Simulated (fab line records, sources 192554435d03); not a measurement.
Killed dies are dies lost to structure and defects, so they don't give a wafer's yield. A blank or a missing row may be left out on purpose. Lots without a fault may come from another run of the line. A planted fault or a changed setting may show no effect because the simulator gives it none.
fab line records | flow n5_finfet
record lots=4 wafers=12 last_day=21
route steps=1938 shown MOL_CONTACT_COAG@620 BEOL_M0_SAQP@632 BEOL_M0@726 BEOL_M4@1111 PASSIVATION@1936
lots that met no fault: from a run of the same line without faults
start_h: hours from the record's first day to the start of the lot's first wafer shown | wait_h: hours since the lot's step before | " the same as in the row above | L1.1+2: a row that stands for several wafers | - no value, or no start given | * or withheld: withheld | < > ~ a bound
route shown NAME@n: a module of which the file shows steps, and the number in the route of the first | usual: mean/standard deviation of fault-free wafers | same: alike in all rows | chamber/n: place in a boat | sites: the reading at each site | _std_site: their standard deviation | _edge_site: outer sites' mean less inner sites' | radius_mm: how far each site lies from the wafer's centre | mask NAME#n: copy n | behind: the tool/chamber that last shaped the wafer | hold: why the lot was held/for how many hours/how that ended | device: the transistor (n, p or np) that didn't switch | end of line: the same wafers' tests at the end of the route | a step without rows: its recipe alone | killed: dies lost to structure and defects at the first sort, not the wafer's yield | map: a wafer's dies, x killed, . not, _ none there
set.NAME: the setting as run; set.NAME@STEP: as run at that earlier step | model.NAME: the simulator's own value behind a step, which no gauge read
lots at some steps of the route; a table a step, a row a wafer
services: from which hour (start_h, from the record's first day; less than 0 if before it) a tool's chamber was out of use, for how many hours, and why
## steps
# step N5_MOL_CONTACT_COAG_PRECLEAN_138
# recipe chemistry=alkaline_clean temp_c=60 time_s=60 do_ppb=50
# step N5_MOL_CONTACT_COAG_SRD_139
# recipe dry=ipa_marangoni time_s=30 temp_c=23 rinse_liquid=diw
# step N5_MOL_CONTACT_COAG_PRE_CLEAN_121
# recipe gas=H2/He time_s=* temp_c=withheld
# step N5_MOL_CONTACT_COAG_CVD_140
# recipe material=W target_thk_a=665 mode=selective_fill temp_c=300 time_s=215
# step N5_MOL_CONTACT_COAG_PRECLEAN_127
# recipe chemistry=DIW time_s=57.5 temp_c=23
# step N5_MOL_CONTACT_COAG_SRD_128
# recipe dry_time_s=32 dry=n2_spin spin_rpm=1500
# step N5_MOL_CONTACT_COAG_CMP_52
# recipe stop_on=SiO2 t_overpolish_s=1.5 post_cmp_clean=w_dilute_nh4oh down_force_psi=4 platen_rpm=50.289 pad_velocity_m_s=1.0006 target_thk_nm=66.5
# step N5_MOL_CONTACT_COAG_ANNEAL_112
# recipe temp_c=400 time_s=1800 ambient=HPD2 pressure_atm=10
# step N5_BEOL_M0_SAQP_PECVD_00
# recipe material=SiCN target_thk_a=80 temp_c=withheld precursor=3MS/NH3 pressure_torr=3 rf_w=202 time_s=14
# usual chamber_pressure_Torr=2.999/0.0067 rf_fwd_power_W=197.9/0.93 showerhead_plenum_p_Torr=3.663/0.013 throttle_valve_pct=9.0/0.54
# columns lot.wafer tool chamber start_h wait_h chamber_pressure_Torr rf_fwd_power_W showerhead_plenum_p_Torr throttle_valve_pct
L406.3 pecvd-03 0 181.82 0.1 3.006 198.2 3.684 9.5
L406.4 " 2 " " 3.007 197.0 3.656 8.5
L406.5 " 1 " " 2.994 198.8 3.662 9.3
L408.3 pecvd-02 0 193.71 0.1 - - - -
L408.5 " 2 " " - - - -
L408.6 " 0 " " - - - -
L409.1 pecvd-03 2 204.30 0.2 - - - -
L409.2 " 0 " " - - - -
L409.5 " 0 " " - - - -
L413.1 pecvd-01 0 229.04 0.2 3.004 197.1 3.654 10.1
L413.5 " 2 " " 2.995 196.4 3.669 8.3
L413.6 " 1 " " 3.002 198.3 3.678 8.3
# step N5_BEOL_M0_SAQP_ILD_DEP_01
# recipe material=SiOC target_thk_a=454.19 temp_c=350 precursor=DEMS/O2 pressure_torr=5 rf_w=500 time_s=8.7
# step N5_BEOL_M0_SAQP_HM_DEP_02
# recipe material=TiN target_thk_a=120 temp_c=25 chamber_pressure_pa=0.49996
# step N5_BEOL_M0_SAQP_PECVD_03
# recipe material=SiCN target_thk_a=120 temp_c=withheld precursor=3MS/NH3 pressure_torr=3 rf_w=202 time_s=21.1
# step N5_BEOL_M0_SAQP_PECVD_96
# recipe material=a-Si target_thk_a=450 temp_c=350 precursor=SiH4/He pressure_torr=3 rf_w=100 time_s=45.2
# step N5_BEOL_M0_SAQP_PECVD_97
# recipe material=SiNx target_thk_a=230 temp_c=350 precursor=SiH4/NH3/N2 pressure_torr=1.5 rf_w=300 time_s=19.9
# step N5_BEOL_M0_SAQP_PECVD_04
# recipe material=a-Si target_thk_a=600 temp_c=350 precursor=SiH4/He pressure_torr=3 rf_w=100 time_s=60.2
# step N5_BEOL_M0_SAQP_HM_DEP_111
# recipe material=SiO2 target_thk_a=120 temp_c=400 precursor=SiH4/N2O pressure_torr=0.75 rf_w=275 time_s=7.2
# step N5_BEOL_M0_SAQP_COAT_81
# recipe resist=SOC temp_c=250 time_s=60 spin_rpm=1500 resist_thk_nm=100
# step N5_BEOL_M0_SAQP_COAT_82
# recipe resist=SiARC temp_c=220 time_s=60 spin_rpm=1500 resist_thk_nm=30
# step N5_BEOL_M0_SAQP_COAT_08
# recipe resist=CAR-ArF spin_rpm=1500 resist_thk_nm=90
# step N5_BEOL_M0_SAQP_EBR_10
# recipe solvent=PGMEA ebr_width_mm=1.5
# step N5_BEOL_M0_SAQP_SOFTBAKE_09
# recipe temp_c=110 time_s=60 resist=CAR-ArF
# step N5_BEOL_M0_SAQP_EXPOSE_11
# recipe mask_id=M0_CORE na=1.35 source_shape=dipole sigma_inner=0.538 sigma_outer=0.738 polarization=te target_cd_nm=42 dose_mj=55
# step N5_BEOL_M0_SAQP_PEB_12
# recipe peb_temp_c=withheld peb_time_s=60 resist=CAR-ArF
# step N5_BEOL_M0_SAQP_DEVELOP_13
# recipe develop_time_s=30 developer=TMAH resist=CAR-ArF dev_temp_c=23 rinse_liquid=diw dry=air_spin
# step N5_BEOL_M0_SAQP_DESCUM_19
# recipe chemistry=O2 time_s=7.9 source_power_w=50 bias_power_w=20 pressure_mtorr=20 rf_frequency_hz=2.712e+07 temp_c=40 resist=CAR-ArF o2_flow_sccm=225
# step N5_BEOL_M0_SAQP_ETCH_83
# recipe chemistry=CF4 target=SiARC target_depth_a=390 mask_material=CAR-ArF time_s=65 ion_energy_ev=80 pressure_mtorr=40 source_w=545 bias_w=36 Ar_flow_sccm=100 cf4_flow_sccm=100 ends=cleared
# step N5_BEOL_M0_SAQP_ETCH_84
# recipe chemistry=N2/H2 target=SOC target_depth_a=1000 overetch_a=200 mask_material=SiARC temp_c=40 time_s=150 ion_energy_ev=200 pressure_mtorr=30 source_w=840 bias_w=150 n2_flow_sccm=200 h2_flow_sccm=200
# step N5_BEOL_M0_SAQP_STRIP_80
# recipe chemistry=N2/H2 temp_c=40 n2_flow_sccm=200 h2_flow_sccm=200 rf_frequency_hz=6e+07
# step N5_BEOL_M0_SAQP_HM_OPEN_112
# recipe chemistry=CHF3/O2 target=SiO2 stop_on=a-Si target_depth_a=120 over_etch_frac=1.25 mask_material=SOC time_s=13.5 pressure_mtorr=30 source_w=650 bias_w=170 Ar_flow_sccm=200 CHF3_flow_sccm=50 O2_flow_sccm=5 ion_energy_ev=200 ends=end_point
# step N5_BEOL_M0_SAQP_STRIP_113
# recipe chemistry=CHF3/O2 resist=SiARC rf_frequency_hz=6e+07
# step N5_BEOL_M0_SAQP_MANDREL_ETCH_20
# recipe target_depth_a=600 chemistry=HBr/Cl2 target=a-Si stop_on=SiNx bt_time_s=10 mask_material=SOC over_etch_frac=0.5 time_s=30 pressure_mtorr=10 icp_w=800 bias_w=75 HBr_flow_sccm=150 Cl2_flow_sccm=80 ends=end_point
# step N5_BEOL_M0_SAQP_STRIP_86
# recipe chemistry=N2/H2 power_w=500 temp_c=40 pressure_mtorr=50 rf_frequency_hz=6e+07 overash_fraction=0.3 bias_power_w=28 h2_frac=0.5 n2_flow_sccm=300 h2_flow_sccm=300
# step N5_BEOL_M0_SAQP_STRIP_115
# recipe chemistry=post_etch_residue_remover time_s=60 temp_c=25 remover_ph=withheld remover_water_wt_pct=withheld remover_fluoride_wt_pct=withheld
# step N5_BEOL_M0_SAQP_SRD_93
# recipe dry=ipa_marangoni time_s=30 temp_c=23 rinse_liquid=diw
# step N5_BEOL_M0_ETCH_109
# recipe chemistry=CH3F/O2 target_depth_a=80 overetch_a=24 target=SiCN time_s=27.4 ion_energy_ev=120 pressure_mtorr=30 source_w=395 bias_w=75 Ar_flow_sccm=150 CH3F_flow_sccm=30 O2_flow_sccm=20
# usual drypump_motor_current_A=5.67/0.22 oes_product_au=0.67/0.066 rf_vpp_V=297.3/1.6 showerhead_plenum_p_Torr=1.99/0.06 throttle_valve_pct=16.36/0.19
# columns lot.wafer tool chamber start_h wait_h drypump_motor_current_A oes_product_au rf_hours_counter_h rf_vpp_V showerhead_plenum_p_Torr throttle_valve_pct model.etch.depth_nm
L406.3 rie_diel-01 0 193.19 0.0 5.73 0.71 93 294.8 1.94 16.27 8.011
L406.4 " 1 " " 5.53 0.72 - 299.8 2.11 16.32 8.213
L406.5 " 2 " " 5.65 0.64 - 296.7 2.00 16.71 7.922
L408.3 rie_diel-03 3 202.00 0.1 5.66 0.29 134 297.8 1.92 16.27 0
L408.5 " 3 " " 5.66 0.30 - 296.0 1.92 16.26 0
L408.6 " 0 " " 5.53 0.26 - 296.2 1.98 16.38 0
L409.1 rie_diel-04 0 214.39 0.2 5.85 0.34 28 296.1 1.95 16.31 0
L409.2 " 3 " " 5.24 0.28 181 299.4 2.05 16.60 0
L409.5 " 1 " " 5.90 0.34 - 295.8 1.94 15.91 0
L413.1 rie_diel-01 0 239.14 0.0 5.78 0.67 113 295.9 1.93 16.29 7.649
L413.5 " 0 " " 5.73 0.69 - 297.3 1.93 16.31 8.067
L413.6 " 1 " " 5.54 0.69 - 300.7 2.10 16.36 7.811
# step N5_BEOL_M0_RS_MEAS_126
# recipe thk_meas_gauge=four-point-probe reads=Co_of_BEOL_M0_CO_CAP_123+Cu_of_BEOL_M0_ECD_118+Co_of_BEOL_M0_CVD_115+TaN_of_BEOL_M0_ALD_136
# usual M0_RS=0.534/0.021
# columns lot.wafer tool chamber start_h wait_h M0_RS[ohm/sq]
L406.3 film_metro-02 - 196.25 0.1 0.519
L406.4 " - " " 0.538
L406.5 " - " " 0.545
L408.3 film_metro-02 - 206.86 0.1 0.682
L408.5 " - " " 0.636
L408.6 " - " " 0.663
L409.1 film_metro-01 - 218.98 0.1 0.695
L409.2 " - " " 0.691
L409.5 " - " " 0.692
L413.1 film_metro-02 - 242.61 0.0 0.533
L413.5 " - " " 0.544
L413.6 " - " " 0.558
# step N5_BEOL_M4_RC_MEAS_101
# usual DIBL_N=36.1/2.3 DIBL_P=36/3.2 IOFF_N=0.16/0.045 IOFF_P=0.21/0.049 ION_N=674/14 ION_P=462/8.4 SS_N=71.6/0.83 SS_P=73.2/0.87 VT_N=249/3.8 VT_P=-250/3.4
# columns lot.wafer tool chamber start_h wait_h DIBL_N[mV/V] DIBL_P[mV/V] IOFF_N[nA/um] IOFF_P[nA/um] ION_N[uA/um] ION_P[uA/um] SS_N[mV/dec] SS_P[mV/dec] VT_N[mV] VT_P[mV]
L409.1 prober-01 0 329.43 0.0 38.8 39 0.21 0.25 685 463 72.1 74.5 247 -249
L409.2 " 0 " " 36.9 37 0.18 0.22 684 468 71.4 73.0 245 -251
L409.5 " 0 " " 35.9 35 0.16 0.19 676 459 71.5 73.4 249 -253
L408.3 prober-01 0 345.01 0.3 38.0 39 0.21 0.23 681 458 72.3 73.6 245 -250
L408.5 " 0 " " 40.4 42 0.27 0.27 700 467 72.8 74.4 240 -249
L408.6 " 0 " " 35.0 35 0.14 0.18 661 450 70.6 72.9 251 -252
L406.3 prober-02 0 345.12 0.3 35.7 35 0.15 0.21 677 469 71.4 73.9 248 -246
L406.4 " 0 " " 35.0 34 0.14 0.19 658 451 71.9 72.7 248 -251
L406.5 " 0 " " 35.6 35 0.14 0.22 662 462 72.0 74.3 248 -250
L413.1 prober-02 0 358.67 0.0 37.4 39 0.19 0.23 695 472 72.0 74.2 244 -251
L413.5 " 0 " " 40.1 41 0.24 0.29 685 475 72.7 74.1 244 -246
L413.6 " 0 " " 37.9 39 0.18 0.22 685 469 72.5 73.3 247 -252
# step N5_PASSIVATION_PROBE_49
# usual defect_limited_yield=90.9/1.6 killed_at_M0_to_M3=37/11 killed_at_M4_up=15/5.6 killed_at_contacts=13/6.4 killed_at_front_end=39/11 killed_at_other=4/3.1 killed_dies=107/19 killed_on_rim=14/4.3 killed_open=71/14 killed_short=34/7.8 sort_bin_5_function=5.3/1 sort_bin_6_memory=3.4/0.72 sort_n_pass=1072/20 sort_yield_pct=90.9/1.7
# same gross_dies=1180 killed_at_back_side=0 sort_bin_4_leakage[%]=0 sort_bin_8_speed[%]=0
# columns lot.wafer tool chamber start_h wait_h defect_limited_yield[%] killed_at_M0_to_M3 killed_at_M4_up killed_at_contacts killed_at_front_end killed_at_other killed_dies killed_on_rim killed_open killed_short sort_bin_5_function[%] sort_bin_6_memory[%] sort_n_pass sort_yield_pct[%]
L409.1 prober-01 - 447.75 0.0 67.2 311 14 21 39 2 387 112 69 40 28.3 3.8 793 67.2
L409.2 prober-01 - 447.80 0.1 71.0 288 8 14 27 5 342 88 55 24 25.7 3.0 838 71.0
L409.5 prober-01 - 447.95 0.2 70.9 283 9 21 29 1 343 82 52 35 26.4 2.1 837 70.9
L408.3 prober-02 - 467.70 0.1 68.1 325 3 10 38 1 377 43 53 33 29.0 2.5 803 68.1
L408.5 prober-02 - 467.80 0.2 69.4 293 20 9 37 2 361 14 71 29 27.2 3.1 819 69.4
L408.6 prober-02 - 467.85 0.3 70.4 288 15 7 37 2 349 32 47 29 26.4 2.8 831 70.4
L406.3 prober-01 - 468.03 0.1 92.8 35 1 19 24 6 85 10 58 27 4.2 2.5 1095 92.8
L406.4 prober-01 - 468.08 0.2 91.9 45 9 16 24 2 96 16 58 35 4.2 3.7 1084 91.9
L406.5 prober-01 - 468.13 0.2 89.5 58 7 27 24 8 124 14 84 38 6.4 4.0 1056 89.5
L413.1 prober-01 - 496.17 0.0 90.3 37 13 8 51 6 115 12 70 42 5.6 3.6 1065 90.3
L413.5 prober-01 - 496.37 0.2 91.4 40 8 11 37 5 101 16 70 30 5.3 3.1 1079 91.4
L413.6 prober-01 - 496.42 0.3 89.7 60 13 7 40 2 122 10 65 53 6.9 2.9 1058 89.7
# killed by level:class
L409.1 BEOL_M0_SAQP:area_pecvd=277 MOL_CONTACT_COAG:geometric_particle:open=14 FIN_SAQP:geometric_particle:open=10 BEOL_M0_SAQP:geometric_particle:open=9 BEOL_M1:geometric_particle:open=8 FIN_SAQP:geometric_particle:short=7 MOL_CONTACT_COAG:geometric_particle:short=7 BEOL_M4:geometric_particle:open=6
L409.2 BEOL_M0_SAQP:area_pecvd=262 MOL_CONTACT_COAG:geometric_particle:open=10 STI_FIN_REVEAL:geometric_particle:open=7 BEOL_M0_SAQP:geometric_particle:open=7 BEOL_M4:geometric_particle:open=7 GATE_CUT:geometric_particle:open=6 BEOL_M2:geometric_particle:open=5 BEOL_M0_SAQP:geometric_particle:short=4
L409.5 BEOL_M0_SAQP:area_pecvd=256 MOL_CONTACT_COAG:geometric_particle:open=16 BEOL_M0_SAQP:geometric_particle:short=8 BEOL_M3:geometric_particle:open=7 STI_FIN_REVEAL:geometric_particle:open=6 DUMMY_GATE:geometric_particle:open=5 MOL_CONTACT_COAG:geometric_particle:short=5 DUMMY_GATE:geometric_particle:short=4
L408.3 BEOL_M0_SAQP:area_pecvd=291 FIN_SAQP:geometric_particle:short=9 MOL_CONTACT_COAG:geometric_particle:open=9 FIN_SAQP:geometric_particle:open=6 DUMMY_GATE:geometric_particle:open=6 BEOL_M1:geometric_particle:short=6 BEOL_M0_SAQP:geometric_particle:open=5 BEOL_M0:geometric_particle:open=5
L408.5 BEOL_M0_SAQP:area_pecvd=259 BEOL_M1:geometric_particle:open=9 BEOL_M4:geometric_particle:open=9 FIN_SAQP:geometric_particle:open=7 BEOL_M2:geometric_particle:open=6 MOL_CONTACT_COAG:geometric_particle:open=6 BEOL_M1:geometric_particle:short=6 FIN_SAQP:geometric_particle:short=5
L408.6 BEOL_M0_SAQP:area_pecvd=272 BEOL_M4:geometric_particle:open=9 FIN_SAQP:geometric_particle:short=7 STI_FIN_REVEAL:geometric_particle:open=7 BEOL_M0_SAQP:geometric_particle:short=7 GATE_CUT:geometric_particle:short=5 GATE_CUT:geometric_particle:open=4 MOL_CONTACT_COAG:geometric_particle:open=4
L406.3 MOL_CONTACT_COAG:geometric_particle:open=14 BEOL_M0_SAQP:geometric_particle:open=10 STI_FIN_REVEAL:geometric_particle:open=8 BEOL_M1:geometric_particle:open=8 BEOL_M2:geometric_particle:open=8 BEOL_M0_SAQP:geometric_particle:short=6 MOL_CONTACT_COAG:geometric_particle:short=5 GATE_CUT:geometric_particle:short=4
L406.4 BEOL_M0_SAQP:geometric_particle:open=13 BEOL_M0_SAQP:geometric_particle:short=12 MOL_CONTACT_COAG:geometric_particle:open=11 GATE_CUT:geometric_particle:short=6 BEOL_M3:geometric_particle:open=6 STI_FIN_REVEAL:geometric_particle:open=5 MOL_CONTACT_COAG:geometric_particle:short=4 BEOL_M1:geometric_particle:open=4
L406.5 BEOL_M0_SAQP:geometric_particle:open=23 MOL_CONTACT_COAG:geometric_particle:open=21 BEOL_M1:geometric_particle:open=11 BEOL_M3:geometric_particle:open=10 BEOL_M0_SAQP:geometric_particle:short=8 MIM_TOP:geometric_particle:short=7 STI_FIN_REVEAL:geometric_particle:open=6 GATE_CUT:geometric_particle:short=5
L413.1 STI_FIN_REVEAL:geometric_particle:open=11 FIN_SAQP:geometric_particle:short=9 FIN_SAQP:geometric_particle:open=9 BEOL_M2:geometric_particle:short=8 BEOL_M4:geometric_particle:open=8 BEOL_M1:geometric_particle:open=6 BEOL_M2:geometric_particle:open=6 BEOL_M3:geometric_particle:open=6
L413.5 STI_FIN_REVEAL:geometric_particle:open=11 BEOL_M3:geometric_particle:open=10 BEOL_M0_SAQP:geometric_particle:short=7 BEOL_M0_SAQP:geometric_particle:open=6 BEOL_M1:geometric_particle:open=6 FIN_SAQP:geometric_particle:open=5 MOL_CONTACT_COAG:geometric_particle:open=5 MOL_CONTACT_COAG:geometric_particle:short=5
L413.6 BEOL_M0_SAQP:geometric_particle:short=13 BEOL_M3:geometric_particle:open=12 GATE_CUT:geometric_particle:short=8 BEOL_M2:geometric_particle:short=8 STI_FIN_REVEAL:geometric_particle:open=7 FIN_SAQP:geometric_particle:open=6 FIN_SAQP:geometric_particle:short=6 BEOL_M3:geometric_particle:short=6
# map L408.3 (x killed, . not)
_________________x..........x________________
______________.................._____________
___________....x...x..........x....__________
__________........x...........x.x.x._________
________............x.....xx.........x_______
_______..x......x...........x..x.....xx______
______x...........x........xxxx........._____
_____........x.......x...x.....x...x..x..____
____x............x.......x.x......x.x.x..x___
___..x............xx...x..x..x...x.xxx.xxx.__
___..................x.x.xxx..xx.....x..x..__
__.x....x........x...xx..xx.xx.xxx..x...xxx._
__................xxx......x...x...xx.x.xx.x_
_....x........x...xx..x...x.x.x.x....xx...xx.
_.........x...........xxx.x.xxxx...x.x...xxxx
_............xx..x...xx.x.xxx.xx..x.x.x...x.x
_...x...x........xx..x..xxxx..xxxxxxxxx......
_x..............x......xx.xx.x..xxxxx...xx.xx
_.x........x..xxxxx.x.......x.xx.xx.xxxx.xx..
_.....x.....x..x....xxxxxxx.x.x.xx.xx..xx.x..
_...........x.....x...x.xx.x.x.xx.xx.x.xxxxxx
__.....................xxxxxx.xx..xxxx.....x_
__........x........xx..xxxx...xxx..xxx...x.x_
___........x.......xx......x..xxxxx...xxx.x__
___.......x.....x.x.xxx..x..xxx..xx.xx.xx..__
____........x........xx.x..xxxx.x..xx.xx..___
_____....x...x..x....x..xxx..xx.xx.xxxx.x____
______.x...xx.x..x....x..xx.xx.xx.xxx.xx_____
_______x...........xx......xx.x.xxx...x______
________..x.x......xxx.x.xxx..x.xxxx.x_______
__________.............x..xxxxxxxx.._________
___________.........xx...xxx.x.xx.x__________
______________......x.......x..x_____________
_________________....xxxxx..x________________
# map L409.1 (x killed, . not)
_________________xx.x.xxxxxxx________________
______________x.x.x.xx.xxxxxxxxx_____________
___________xxxxxx.xx.xx.xx.x..xxxxx__________
__________xxx.x...x.x....x.x.x.x.xxx_________
________xxx...xx.x....x...x...xx.xxxxx_______
_______.xx...x..xxx.............xx.xxxx______
______.x.xx.x...........x.x..xx.xxx.xxxx_____
_____xxxxxx..xx...x.x..x...x...xxxxx.x.xx____
____x..xxx....x....x........x...xxx..xx.xx___
___xxxxxx.....xx...x................x...xxx__
___.x..x....................x...x.x...xxxxx__
__.x..x.x.x...x.....................xx.xxx.x_
__..x..x.....xx..x.................x.x...xxx_
_....................................xx.xxxxx
_x.xx.x...x.......................xx...xxxxxx
_xxxx.x.x....................x...........xx.x
_xxx..x...........x............x......x...x.x
_...x..x..........x.................x..x.xxxx
_xx...................x...............xxx.x.x
_.xx.x.....x................x......x.x...xx.x
_x....x.............x.......x.........x....xx
__.x..x.x....xx.x..x.......x....x......x.xxx_
__x.x.x....x.....xxx.........x....x..x..xxxx_
___xx....x........x............x...x.x.x.xx__
___.xxx....x....x..................xxx..xxx__
____x...xx.........x..xx.........x..x..xxx___
_____x.xx........xx.......x.x...x..x...xx____
______..x...x..x....x.....x....x...x.xxx_____
_______x.xxx.....xxx..xx......xx.....xx______
________xx.xxx...........x.x.....x..xx_______
__________x.xx...x..x.xx........x.xx_________
___________..x.x..x.x.x...x.xxx.x..__________
______________x......x.x..x.xx.._____________
_________________x.xxxxxxxx.x________________
## services
# columns tool chamber start_h hours kind
rie_diel-01 3 191.56 - clean
rie_diel-01 3 191.56 - consumable_replace:focus_ring
rie_diel-01 3 191.56 22.6 scheduled_down
rie_diel-01 3 191.56 22.6 vent_cycle
pecvd-03 1 201.85 11.8 repair
rie_diel-03 0 206.78 4.0 repair
rie_diel-04 2 209.91 - clean
rie_diel-04 2 209.91 - consumable_replace:focus_ring
rie_diel-04 2 209.91 14.3 scheduled_down
rie_diel-04 2 209.91 14.3 vent_cycle
pecvd-02 1 216.93 2.1 scheduled_down
pecvd-01 0 224.38 2.1 scheduled_down
rie_diel-03 2 238.86 1.8 repair
## key
first_sign step=N5_BEOL_M0_SAQP_PECVD_00 reading=tool_record direction=missing
effect step=N5_BEOL_M0_ETCH_109 reading=oes_product_au direction=down sigmas=5.6 usual=0.67 struck=0.30
effect step=N5_BEOL_M0_RS_MEAS_126 reading=M0_RS direction=up sigmas=6.9 usual=0.534 struck=0.677
effect step=N5_PASSIVATION_PROBE_49 reading=killed_at_M0_to_M3 direction=up sigmas=25 usual=37 struck=298
model_effect step=N5_BEOL_M0_ETCH_109 value=etch.depth_nm without=8.04 struck=0
more_kills_born_at N5_BEOL_M0_SAQP_PECVD_00@pecvd-02=822 N5_BEOL_M0_SAQP_PECVD_00@pecvd-03=795
met_at N5_BEOL_M0_SAQP_PECVD_00
struck_wafers L408.3,L408.5,L408.6,L409.1,L409.2,L409.5
onset_between 181.82 193.71
fault kind=skipped_step_whole tool=pecvd-02,pecvd-03 chamber=- onset_h=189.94 steps=N5_BEOL_M0_SAQP_PECVD_00 scope=struck_lots_only
